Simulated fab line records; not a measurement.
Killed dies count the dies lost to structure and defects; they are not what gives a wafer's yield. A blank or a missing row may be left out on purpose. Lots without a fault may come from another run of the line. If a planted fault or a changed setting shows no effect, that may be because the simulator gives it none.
fab line records :: flow nand_harc
record:
  lots: 6
  wafers: 18
  last_day: 33
route steps=1302 shown A_ONON_D2@565 A_CHANNEL_HOLE_D2@570 END@1302
lots that met no fault: from a run of the same line without faults
start_h: start of the lot's first displayed wafer, in hours after the record's first day :: wait_h: how many hours have passed since the lot's step before this one :: " unchanged from the row above :: L1.1+2: one row covering several wafers at once :: - no value present, or no start provided :: * or withheld: withheld :: < > ~ a bound
route shown NAME@n: names a module that has steps shown in the file, with the first one's number in the route :: usual: mean and standard deviation over wafers with no fault :: same: alike in all rows :: chamber/n: place in a boat :: sites: the reading at each site :: _std_site: standard deviation across them :: _edge_site: mean of outer sites minus mean of inner sites :: radius_mm: for every site, how far away it sits from the centre of the wafer :: mask NAME#n: copy n :: behind: tool/chamber where the wafer was last shaped :: hold: reason for holding the lot/hours on hold/outcome of the hold :: device: which transistor (n, p or np) failed to switch :: end of line: the tests these same wafers got at the end of their route :: a step without rows: its recipe alone :: killed: dies lost to structure and defects at the first sort, not the wafer's yield :: map: per-die view of a wafer (x killed, . not killed, _ where there is no die)
set.NAME: the setting as run; set.NAME@STEP: as run at that earlier step :: model.NAME: the simulator's own value behind a step, which no gauge read
lots seen at some steps along the route; tables by step, rows by wafer
services: when a tool's chamber went out of use (start_h, in hours from the record's first day, below 0 if earlier), for how many hours, and the reason
== steps ==
step: NHARC_A_ONON_D2_THK_MEAS_30
recipe:
  thk_meas_gauge: ellipsometry
usual:
  thk_nm: 998/8.6
lot.wafer: L747.1
tool: film_metro-02
chamber: -
start_h: 353.23
wait_h: -
thk_nm: 993

lot.wafer: L747.2
tool: film_metro-02
chamber: -
start_h: 353.23
wait_h: -
thk_nm: 991

lot.wafer: L747.4
tool: film_metro-02
chamber: -
start_h: 353.23
wait_h: -
thk_nm: 992

lot.wafer: L751.2
tool: film_metro-01
chamber: -
start_h: 377.68
wait_h: -
thk_nm: 992

lot.wafer: L751.4
tool: film_metro-01
chamber: -
start_h: 377.68
wait_h: -
thk_nm: 988

lot.wafer: L751.6
tool: film_metro-01
chamber: -
start_h: 377.68
wait_h: -
thk_nm: 990

lot.wafer: L757.1
tool: film_metro-01
chamber: -
start_h: 441.07
wait_h: -
thk_nm: 985

lot.wafer: L757.2
tool: film_metro-01
chamber: -
start_h: 441.07
wait_h: -
thk_nm: 985

lot.wafer: L757.4
tool: film_metro-01
chamber: -
start_h: 441.07
wait_h: -
thk_nm: 984

lot.wafer: L758.3
tool: film_metro-01
chamber: -
start_h: 452.45
wait_h: -
thk_nm: 1002

lot.wafer: L758.5
tool: film_metro-01
chamber: -
start_h: 452.45
wait_h: -
thk_nm: 1001

lot.wafer: L758.6
tool: film_metro-01
chamber: -
start_h: 452.45
wait_h: -
thk_nm: 1002

lot.wafer: L761.2
tool: film_metro-01
chamber: -
start_h: 480.11
wait_h: -
thk_nm: 988

lot.wafer: L761.3
tool: film_metro-01
chamber: -
start_h: 480.11
wait_h: -
thk_nm: 990

lot.wafer: L761.6
tool: film_metro-01
chamber: -
start_h: 480.11
wait_h: -
thk_nm: 989

lot.wafer: L763.2
tool: film_metro-01
chamber: -
start_h: 495.84
wait_h: -
thk_nm: 991

lot.wafer: L763.4
tool: film_metro-01
chamber: -
start_h: 495.84
wait_h: -
thk_nm: 992

lot.wafer: L763.6
tool: film_metro-01
chamber: -
start_h: 495.84
wait_h: -
thk_nm: 991
step: NHARC_A_ONON_D2_DEP_33
recipe:
  target_thk_a: 2000
  temp_c: 400
  pressure_torr: 6.5
  rf_w: 900
  teos_flow_sccm: 161.4
  flow_sccm: 2650
  target_thk_nm: 200
  gas: O2
  material: SiO2
usual:
  flow_sccm: 2650/7.8
  heater_power_w: 544/110
  mfc_precursor_sccm: 161.4/0.49
  throttle_valve_pct: 15.9/0.55
lot.wafer: L747.1
tool: pecvd-01
chamber: 1
start_h: 353.29
wait_h: 0.1
flow_sccm: 2654
heater_power_w: 563
mfc_precursor_sccm: 161.4
throttle_valve_pct: 15.4

lot.wafer: L747.2
tool: pecvd-01
chamber: 2
start_h: 353.29
wait_h: 0.1
flow_sccm: 2656
heater_power_w: 652
mfc_precursor_sccm: 161.7
throttle_valve_pct: 15.9

lot.wafer: L747.4
tool: pecvd-01
chamber: 2
start_h: 353.29
wait_h: 0.1
flow_sccm: 2655
heater_power_w: 671
mfc_precursor_sccm: 161.9
throttle_valve_pct: 16.1

lot.wafer: L751.2
tool: pecvd-02
chamber: 1
start_h: 377.73
wait_h: 0.1
flow_sccm: 2646
heater_power_w: 495
mfc_precursor_sccm: 160.9
throttle_valve_pct: 16.0

lot.wafer: L751.4
tool: pecvd-02
chamber: 2
start_h: 377.73
wait_h: 0.1
flow_sccm: 2649
heater_power_w: 649
mfc_precursor_sccm: 161.2
throttle_valve_pct: 14.5

lot.wafer: L751.6
tool: pecvd-02
chamber: 0
start_h: 377.73
wait_h: 0.1
flow_sccm: 2645
heater_power_w: 347
mfc_precursor_sccm: 161.5
throttle_valve_pct: 16.5

lot.wafer: L757.1
tool: pecvd-02
chamber: 1
start_h: 441.13
wait_h: 0.1
flow_sccm: 2640
heater_power_w: 376
mfc_precursor_sccm: 162.1
throttle_valve_pct: 15.5

lot.wafer: L757.2
tool: pecvd-02
chamber: 0
start_h: 441.13
wait_h: 0.1
flow_sccm: 2666
heater_power_w: 452
mfc_precursor_sccm: 161.5
throttle_valve_pct: 16.5

lot.wafer: L757.4
tool: pecvd-02
chamber: 1
start_h: 441.13
wait_h: 0.1
flow_sccm: 2656
heater_power_w: 389
mfc_precursor_sccm: 162.7
throttle_valve_pct: 15.7

lot.wafer: L758.3
tool: pecvd-01
chamber: 1
start_h: 452.59
wait_h: 0.1
flow_sccm: 2658
heater_power_w: 576
mfc_precursor_sccm: 161.4
throttle_valve_pct: 15.9

lot.wafer: L758.5
tool: pecvd-01
chamber: 0
start_h: 452.59
wait_h: 0.1
flow_sccm: 2649
heater_power_w: 460
mfc_precursor_sccm: 161.5
throttle_valve_pct: 16.2

lot.wafer: L758.6
tool: pecvd-01
chamber: 1
start_h: 452.59
wait_h: 0.1
flow_sccm: 2665
heater_power_w: 581
mfc_precursor_sccm: 161.4
throttle_valve_pct: 15.8

lot.wafer: L761.2
tool: pecvd-02
chamber: 2
start_h: 480.21
wait_h: 0.1
flow_sccm: 2647
heater_power_w: 702
mfc_precursor_sccm: 161.3
throttle_valve_pct: 15.2

lot.wafer: L761.3
tool: pecvd-02
chamber: 0
start_h: 480.21
wait_h: 0.1
flow_sccm: 2652
heater_power_w: 382
mfc_precursor_sccm: 160.3
throttle_valve_pct: 16.4

lot.wafer: L761.6
tool: pecvd-02
chamber: 2
start_h: 480.21
wait_h: 0.1
flow_sccm: 2649
heater_power_w: 715
mfc_precursor_sccm: 162.0
throttle_valve_pct: 15.5

lot.wafer: L763.2
tool: pecvd-04
chamber: 1
start_h: 495.94
wait_h: 0.1
flow_sccm: 2635
heater_power_w: 417
mfc_precursor_sccm: 161.4
throttle_valve_pct: 15.9

lot.wafer: L763.6
tool: pecvd-04
chamber: 1
start_h: 495.94
wait_h: 0.1
flow_sccm: 2638
heater_power_w: 441
mfc_precursor_sccm: 162.2
throttle_valve_pct: 15.7

lot.wafer: L763.4
tool: pecvd-04
chamber: 2
start_h: 495.94
wait_h: 0.1
flow_sccm: 2651
heater_power_w: 450
mfc_precursor_sccm: 161.4
throttle_valve_pct: 14.7
step: NHARC_A_ONON_D2_THK_MEAS_34
recipe:
  thk_meas_gauge: ellipsometry
usual:
  thk_nm: 200/3.2
lot.wafer: L747.1
tool: film_metro-02
chamber: -
start_h: 353.70
wait_h: -
thk_nm: 199

lot.wafer: L747.2
tool: film_metro-02
chamber: -
start_h: 353.70
wait_h: -
thk_nm: 198

lot.wafer: L747.4
tool: film_metro-02
chamber: -
start_h: 353.70
wait_h: -
thk_nm: 199

lot.wafer: L751.2
tool: film_metro-01
chamber: -
start_h: 378.14
wait_h: -
thk_nm: 199

lot.wafer: L751.4
tool: film_metro-01
chamber: -
start_h: 378.14
wait_h: -
thk_nm: 200

lot.wafer: L751.6
tool: film_metro-01
chamber: -
start_h: 378.14
wait_h: -
thk_nm: 205

lot.wafer: L757.1
tool: film_metro-01
chamber: -
start_h: 441.54
wait_h: -
thk_nm: 201

lot.wafer: L757.2
tool: film_metro-01
chamber: -
start_h: 441.54
wait_h: -
thk_nm: 203

lot.wafer: L757.4
tool: film_metro-01
chamber: -
start_h: 441.54
wait_h: -
thk_nm: 206

lot.wafer: L758.3
tool: film_metro-01
chamber: -
start_h: 452.92
wait_h: -
thk_nm: 199

lot.wafer: L758.5
tool: film_metro-01
chamber: -
start_h: 452.92
wait_h: -
thk_nm: 200

lot.wafer: L758.6
tool: film_metro-01
chamber: -
start_h: 452.92
wait_h: -
thk_nm: 202

lot.wafer: L761.2
tool: film_metro-01
chamber: -
start_h: 480.58
wait_h: -
thk_nm: 197

lot.wafer: L761.3
tool: film_metro-01
chamber: -
start_h: 480.58
wait_h: -
thk_nm: 202

lot.wafer: L761.6
tool: film_metro-01
chamber: -
start_h: 480.58
wait_h: -
thk_nm: 200

lot.wafer: L763.2
tool: film_metro-01
chamber: -
start_h: 496.31
wait_h: -
thk_nm: 195

lot.wafer: L763.4
tool: film_metro-01
chamber: -
start_h: 496.31
wait_h: -
thk_nm: 201

lot.wafer: L763.6
tool: film_metro-01
chamber: -
start_h: 496.31
wait_h: -
thk_nm: 197
step: NHARC_A_ONON_D2_INSPECT_32
usual:
  raw_defect_count: 383/140
lot.wafer: L747.1
tool: defect_inspect-02
chamber: -
start_h: 353.78
wait_h: 0.0
raw_defect_count: 313

lot.wafer: L747.2
tool: defect_inspect-02
chamber: -
start_h: 353.78
wait_h: 0.0
raw_defect_count: 519

lot.wafer: L747.4
tool: defect_inspect-02
chamber: -
start_h: 353.78
wait_h: 0.0
raw_defect_count: 259

lot.wafer: L751.2
tool: defect_inspect-02
chamber: -
start_h: 378.21
wait_h: 0.0
raw_defect_count: 403

lot.wafer: L751.4
tool: defect_inspect-02
chamber: -
start_h: 378.21
wait_h: 0.0
raw_defect_count: 473

lot.wafer: L751.6
tool: defect_inspect-02
chamber: -
start_h: 378.21
wait_h: 0.0
raw_defect_count: 280

lot.wafer: L757.1
tool: defect_inspect-02
chamber: -
start_h: 441.62
wait_h: 0.0
raw_defect_count: 521

lot.wafer: L757.2
tool: defect_inspect-02
chamber: -
start_h: 441.62
wait_h: 0.0
raw_defect_count: 805

lot.wafer: L757.4
tool: defect_inspect-02
chamber: -
start_h: 441.62
wait_h: 0.0
raw_defect_count: 732

lot.wafer: L758.3
tool: defect_inspect-01
chamber: -
start_h: 453.00
wait_h: 0.0
raw_defect_count: 341

lot.wafer: L758.5
tool: defect_inspect-01
chamber: -
start_h: 453.00
wait_h: 0.0
raw_defect_count: 469

lot.wafer: L758.6
tool: defect_inspect-01
chamber: -
start_h: 453.00
wait_h: 0.0
raw_defect_count: 424

lot.wafer: L761.2
tool: defect_inspect-02
chamber: -
start_h: 480.66
wait_h: 0.0
raw_defect_count: 203

lot.wafer: L761.3
tool: defect_inspect-02
chamber: -
start_h: 480.66
wait_h: 0.0
raw_defect_count: 237

lot.wafer: L761.6
tool: defect_inspect-02
chamber: -
start_h: 480.66
wait_h: 0.0
raw_defect_count: 290

lot.wafer: L763.2
tool: defect_inspect-02
chamber: -
start_h: 496.40
wait_h: 0.0
raw_defect_count: 240

lot.wafer: L763.4
tool: defect_inspect-02
chamber: -
start_h: 496.40
wait_h: 0.0
raw_defect_count: 334

lot.wafer: L763.6
tool: defect_inspect-02
chamber: -
start_h: 496.40
wait_h: 0.0
raw_defect_count: 256
step: NHARC_A_CHANNEL_HOLE_D2_DEP_00
recipe:
  target_thk_a: 31000
  temp_c: 400
  material: aC
usual:
  throttle_valve_pct: 35.001/0.0087
lot.wafer: L747.1
tool: acl_dep-02
chamber: 0
start_h: 353.85
wait_h: 0.1
throttle_valve_pct: 35.000

lot.wafer: L747.2
tool: acl_dep-02
chamber: 0
start_h: 353.85
wait_h: 0.1
throttle_valve_pct: 35.007

lot.wafer: L747.4
tool: acl_dep-02
chamber: 0
start_h: 353.85
wait_h: 0.1
throttle_valve_pct: 35.002

lot.wafer: L751.2
tool: acl_dep-02
chamber: 0
start_h: 379.99
wait_h: 1.8
throttle_valve_pct: 35.007

lot.wafer: L751.4
tool: acl_dep-02
chamber: 0
start_h: 379.99
wait_h: 1.8
throttle_valve_pct: 34.995

lot.wafer: L751.6
tool: acl_dep-02
chamber: 0
start_h: 379.99
wait_h: 1.8
throttle_valve_pct: 35.000

lot.wafer: L757.1
tool: acl_dep-03
chamber: 0
start_h: 443.73
wait_h: 2.1
throttle_valve_pct: 35.000

lot.wafer: L757.2
tool: acl_dep-03
chamber: 0
start_h: 443.73
wait_h: 2.1
throttle_valve_pct: 34.991

lot.wafer: L757.4
tool: acl_dep-03
chamber: 0
start_h: 443.73
wait_h: 2.1
throttle_valve_pct: 34.992

lot.wafer: L758.3
tool: acl_dep-02
chamber: 0
start_h: 453.82
wait_h: 0.8
throttle_valve_pct: 34.987

lot.wafer: L758.5
tool: acl_dep-02
chamber: 0
start_h: 453.82
wait_h: 0.8
throttle_valve_pct: 35.006

lot.wafer: L758.6
tool: acl_dep-02
chamber: 0
start_h: 453.82
wait_h: 0.8
throttle_valve_pct: 35.003

lot.wafer: L761.2
tool: acl_dep-03
chamber: 0
start_h: 481.05
wait_h: 0.4
throttle_valve_pct: 35.007

lot.wafer: L761.3
tool: acl_dep-03
chamber: 0
start_h: 481.05
wait_h: 0.4
throttle_valve_pct: 34.996

lot.wafer: L761.6
tool: acl_dep-03
chamber: 0
start_h: 481.05
wait_h: 0.4
throttle_valve_pct: 34.997

lot.wafer: L763.2
tool: acl_dep-03
chamber: 0
start_h: 500.02
wait_h: 3.6
throttle_valve_pct: 34.994

lot.wafer: L763.4
tool: acl_dep-03
chamber: 0
start_h: 500.02
wait_h: 3.6
throttle_valve_pct: 35.008

lot.wafer: L763.6
tool: acl_dep-03
chamber: 0
start_h: 500.02
wait_h: 3.6
throttle_valve_pct: 35.006
step: NHARC_A_CHANNEL_HOLE_D2_DEP_01
recipe:
  target_thk_a: 1400
  target_thk_nm: 140
  temp_c: 400
  pressure_torr: 3.5
  flow_sccm: 200
  rf_w: 350
  material: SiON
usual:
  heater_power_w: 751/110
lot.wafer: L747.1
tool: pecvd-03
chamber: 1
start_h: 355.79
wait_h: 1.6
heater_power_w: 622

lot.wafer: L747.2
tool: pecvd-03
chamber: 2
start_h: 355.79
wait_h: 1.6
heater_power_w: 765

lot.wafer: L747.4
tool: pecvd-03
chamber: 0
start_h: 355.79
wait_h: 1.6
heater_power_w: 868

lot.wafer: L751.2
tool: pecvd-01
chamber: 2
start_h: 381.68
wait_h: 1.4
heater_power_w: 858

lot.wafer: L751.6
tool: pecvd-01
chamber: 0
start_h: 381.68
wait_h: 1.4
heater_power_w: 670

lot.wafer: L751.4
tool: pecvd-01
chamber: 2
start_h: 381.68
wait_h: 1.4
heater_power_w: 854

lot.wafer: L757.1
tool: pecvd-02
chamber: 2
start_h: 445.65
wait_h: 1.6
heater_power_w: 885

lot.wafer: L757.2
tool: pecvd-02
chamber: 1
start_h: 445.65
wait_h: 1.6
heater_power_w: 574

lot.wafer: L757.4
tool: pecvd-02
chamber: 1
start_h: 445.65
wait_h: 1.6
heater_power_w: 604

lot.wafer: L758.3
tool: pecvd-02
chamber: 2
start_h: 455.15
wait_h: 1.0
heater_power_w: 851

lot.wafer: L758.6
tool: pecvd-02
chamber: 1
start_h: 455.15
wait_h: 1.0
heater_power_w: 654

lot.wafer: L758.5
tool: pecvd-02
chamber: 2
start_h: 455.15
wait_h: 1.0
heater_power_w: 852

lot.wafer: L761.3
tool: pecvd-03
chamber: 0
start_h: 482.68
wait_h: 1.0
heater_power_w: 781

lot.wafer: L761.2
tool: pecvd-03
chamber: 2
start_h: 482.68
wait_h: 1.0
heater_power_w: 696

lot.wafer: L761.6
tool: pecvd-03
chamber: 2
start_h: 482.68
wait_h: 1.0
heater_power_w: 715

lot.wafer: L763.2
tool: pecvd-03
chamber: 0
start_h: 501.63
wait_h: 1.3
heater_power_w: 891

lot.wafer: L763.6
tool: pecvd-03
chamber: 2
start_h: 501.63
wait_h: 1.3
heater_power_w: 707

lot.wafer: L763.4
tool: pecvd-03
chamber: 1
start_h: 501.63
wait_h: 1.3
heater_power_w: 594
step: NHARC_A_CHANNEL_HOLE_D2_DEHYDRATE_02
recipe:
  temp_c: 150
  time_s: 120
step: NHARC_A_CHANNEL_HOLE_D2_HMDS_03
recipe:
  time_s: 30
step: NHARC_A_CHANNEL_HOLE_D2_COAT_36
recipe:
  temp_c: 260
  time_s: 75
step: NHARC_A_CHANNEL_HOLE_D2_COAT_37
recipe:
  temp_c: 225
  time_s: 65
step: NHARC_A_CHANNEL_HOLE_D2_COAT_04
recipe:
  spin_rpm: 1500
  resist_thk_nm: 90
step: NHARC_A_CHANNEL_HOLE_D2_SOFTBAKE_05
recipe:
  temp_c: 105
  time_s: 55
usual:
  heater_power_total_W: 188.46/0.13
lot.wafer: L747.1
tool: litho_track-04
chamber: 0
start_h: 356
wait_h: -
heater_power_total_W: 188.46

lot.wafer: L747.2
tool: litho_track-04
chamber: 0
start_h: 356
wait_h: -
heater_power_total_W: 188.42

lot.wafer: L747.4
tool: litho_track-04
chamber: 0
start_h: 356
wait_h: -
heater_power_total_W: 188.31

lot.wafer: L751.2
tool: litho_track-01
chamber: 0
start_h: 381
wait_h: -
heater_power_total_W: 188.66

lot.wafer: L751.4
tool: litho_track-01
chamber: 0
start_h: 381
wait_h: -
heater_power_total_W: 188.33

lot.wafer: L751.6
tool: litho_track-01
chamber: 0
start_h: 381
wait_h: -
heater_power_total_W: 188.36

lot.wafer: L757.1
tool: litho_track-04
chamber: 0
start_h: 445
wait_h: -
heater_power_total_W: 222.52

lot.wafer: L757.2
tool: litho_track-04
chamber: 0
start_h: 445
wait_h: -
heater_power_total_W: 222.54

lot.wafer: L757.4
tool: litho_track-04
chamber: 0
start_h: 445
wait_h: -
heater_power_total_W: 222.47

lot.wafer: L758.3
tool: litho_track-04
chamber: 0
start_h: 455
wait_h: -
heater_power_total_W: 222.55

lot.wafer: L758.5
tool: litho_track-04
chamber: 0
start_h: 455
wait_h: -
heater_power_total_W: 222.48

lot.wafer: L758.6
tool: litho_track-04
chamber: 0
start_h: 455
wait_h: -
heater_power_total_W: 222.44

lot.wafer: L761.2
tool: litho_track-01
chamber: 0
start_h: 482
wait_h: -
heater_power_total_W: 188.38

lot.wafer: L761.3
tool: litho_track-01
chamber: 0
start_h: 482
wait_h: -
heater_power_total_W: 188.41

lot.wafer: L761.6
tool: litho_track-01
chamber: 0
start_h: 482
wait_h: -
heater_power_total_W: 188.38

lot.wafer: L763.2
tool: litho_track-01
chamber: 0
start_h: 501
wait_h: -
heater_power_total_W: 188.54

lot.wafer: L763.4
tool: litho_track-01
chamber: 0
start_h: 501
wait_h: -
heater_power_total_W: 188.47

lot.wafer: L763.6
tool: litho_track-01
chamber: 0
start_h: 501
wait_h: -
heater_power_total_W: 188.56
step: NHARC_A_CHANNEL_HOLE_D2_EBR_06
step: NHARC_END_SORT_01
recipe:
  temp_c: 25
usual:
  killed_at_array: 64/20
  killed_at_other: 0.7/1.1
  killed_at_periphery: 3.6/2.7
  killed_dies: 68/20
  killed_open: 2.8/1.9
  killed_short: 2.3/1.5
same:
  gross_dies: 677
lot.wafer: L757.1
tool: prober-02
chamber: 0
start_h: 704.05
wait_h: 2.5
killed_at_array: 76
killed_at_other: 0
killed_at_periphery: 6
killed_dies: 82
killed_open: 5
killed_short: 1

lot.wafer: L757.2
tool: prober-02
chamber: 0
start_h: 704.86
wait_h: 2.8
killed_at_array: 100
killed_at_other: 0
killed_at_periphery: 5
killed_dies: 105
killed_open: 1
killed_short: 1

lot.wafer: L757.4
tool: prober-02
chamber: 0
start_h: 706.48
wait_h: 3.4
killed_at_array: 80
killed_at_other: 0
killed_at_periphery: 2
killed_dies: 82
killed_open: 2
killed_short: 1
killed by level:class
L757.1 A_CHANNEL_HOLE_D1:chamber_film_flake=28 A_SLIT:chamber_film_flake=25 A_CHANNEL_HOLE_D2:chamber_film_flake=8 A_CONTACT:chamber_film_flake=4 A_ZERO_WELL:chamber_film_flake=3 P_CONTACT:geometric_particle:open=2 A_STAIRCASE:chamber_film_flake=2 A_BLC:chamber_film_flake=2
L757.2 A_CHANNEL_HOLE_D1:chamber_film_flake=36 A_SLIT:chamber_film_flake=34 A_CHANNEL_HOLE_D2:chamber_film_flake=16 P_BONDPAD:chamber_film_flake=4 A_STAIRCASE:chamber_film_flake=4 A_CONTACT:chamber_film_flake=4 A_ZERO_WELL:chamber_film_flake=2 A_ONON_D2:geometric_particle:open=1
L757.4 A_CHANNEL_HOLE_D1:chamber_film_flake=33 A_SLIT:chamber_film_flake=26 A_CHANNEL_HOLE_D2:chamber_film_flake=11 A_DECK1_JOINT:chamber_film_flake=3 A_CHANNEL_FILL_D2:geometric_particle:open=2 A_CONTACT:chamber_film_flake=2 A_CHANNEL_FILL_D2:geometric_particle:short=1 P_GATE:chamber_film_flake=1
== services ==
tool: litho_track-01
chamber: -
start_h: 330.00
hours: 7.0
kind: pm

tool: pecvd-03
chamber: 1
start_h: 331.45
hours: 5.1
kind: repair

tool: pecvd-01
chamber: -
start_h: 334.63
hours: 2.4
kind: repair

tool: pecvd-03
chamber: -
start_h: 334.98
hours: 0.5
kind: repair

tool: litho_track-01
chamber: -
start_h: 342.27
hours: -
kind: consumable_replace:filter

tool: pecvd-02
chamber: 2
start_h: 347.15
hours: 4.2
kind: repair

tool: pecvd-03
chamber: -
start_h: 366.00
hours: 13.0
kind: pm

tool: pecvd-03
chamber: 0
start_h: 366.00
hours: 13.0
kind: vent_cycle

tool: pecvd-03
chamber: 1
start_h: 366.00
hours: 13.0
kind: vent_cycle

tool: litho_track-04
chamber: -
start_h: 378.00
hours: 7.0
kind: pm

tool: pecvd-03
chamber: -
start_h: 379.56
hours: 1.1
kind: repair

tool: pecvd-02
chamber: -
start_h: 408.10
hours: 13.0
kind: pm

tool: pecvd-02
chamber: 0
start_h: 408.10
hours: 13.0
kind: vent_cycle

tool: pecvd-02
chamber: 1
start_h: 408.10
hours: 13.0
kind: vent_cycle

tool: pecvd-02
chamber: 2
start_h: 408.10
hours: 13.0
kind: vent_cycle

tool: pecvd-02
chamber: 0
start_h: 421.10
hours: -
kind: clean

tool: pecvd-02
chamber: 1
start_h: 421.10
hours: -
kind: clean

tool: pecvd-02
chamber: 2
start_h: 421.10
hours: -
kind: clean

tool: acl_dep-02
chamber: -
start_h: 427.16
hours: 13.0
kind: pm

tool: pecvd-01
chamber: 2
start_h: 436.50
hours: 5.4
kind: repair

tool: pecvd-04
chamber: -
start_h: 450.14
hours: 13.0
kind: pm

tool: pecvd-03
chamber: -
start_h: 463.29
hours: 1.2
kind: repair

tool: acl_dep-03
chamber: -
start_h: 486.71
hours: 13.0
kind: pm

tool: pecvd-01
chamber: -
start_h: 492.30
hours: 13.0
kind: pm
== key ==
first_sign:
  step: NHARC_A_CHANNEL_HOLE_D2_SOFTBAKE_05
  reading: heater_power_total_W
  direction: up
  sigmas: 99+
  usual: *
  struck: *
effect none on later readings
met_at NHARC_A_CHANNEL_HOLE_D2_SOFTBAKE_05
struck_wafers L757.1,L757.2,L757.4,L758.3,L758.5,L758.6
tester_left_out L757,L758
onset_between 356 445
fault:
  kind: process_parameter_drift
  tool: litho_track-04
  chamber: -
  onset_h: 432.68
  steps: NHARC_A_CHANNEL_HOLE_D2_SOFTBAKE_05
  channel: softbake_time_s
  offset: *
  shape: step
  end_h: 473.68
  acts_in: *
  stated: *
tester_left_out: of these lots the tester's yield and bins aren't shown, on N5 and GAA mostly nor the transistor test; their killed dies are dies lost to structure and defects alone, not to doping, threshold or leakage, so they don't give the yield
